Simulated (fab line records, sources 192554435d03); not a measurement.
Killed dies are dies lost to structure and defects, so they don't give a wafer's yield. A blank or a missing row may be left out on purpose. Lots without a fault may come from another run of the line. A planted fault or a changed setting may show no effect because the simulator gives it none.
Chamber matching | flow n5_finfet | N5_HKMG_FIN_ALD_71 on ald_metal-01: 4 sister chambers
The step deposits TiN, target thk 1 nm, pulse time 1 s, purge time 3 s. 8 wafers are shown with their chamber, then 8 later ones without.

WAFERS WITH THEIR CHAMBER
wafer  | chamber | heater_power_outer_w (W) | heater_power_w (W)
L080.6 | 1       | 548                      | 910
L082.5 | 0       | 500                      | 887
L084.3 | 3       | 569                      | 858
L084.6 | 2       | 610                      | 933
L089.1 | 3       | 569                      | 875
L089.3 | 1       | 561                      | 897
L089.4 | 0       | 514                      | 879
L090.2 | 2       | 603                      | 938

WAFERS WITHOUT THEIR CHAMBER
wafer  | heater_power_outer_w (W) | heater_power_w (W)
L090.3 | 511                      | 891
L090.4 | 567                      | 896
L094.1 | 496                      | 896
L094.5 | 520                      | 884
L094.6 | 567                      | 923
L096.1 | 512                      | 891
L096.3 | 563                      | 929
L096.5 | 506                      | 869

WHICH CHAMBER EACH WENT THROUGH
wafer  | from the rows above     | in truth
L090.3 | 0                       | 0
L090.4 | can't be placed: 1 or 3 | 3
L094.1 | 0                       | 0
L094.5 | 0                       | 0
L094.6 | 1                       | 1
L096.1 | 0                       | 0
L096.3 | 1                       | 1
L096.5 | 0                       | 0
Placed correctly: 7 of 8. Can't be placed from these rows: 1 (the true chamber is among the candidates in 1). Placed wrongly: 0.
How it was worked out, from the rows above alone: a wafer's distance from a chamber is the root of the sum, over the readings, of the square of ((its reading less the chamber's mean) divided by the reading's scatter). The wafer belongs to the nearest chamber; if the next one is less than 2 further off, it can't be placed. A chamber's mean is the mean of its shown wafers. The scatter: the root of (the sum of the squares of (reading less its chamber's mean) over the shown wafers, divided by (wafers less chambers)).
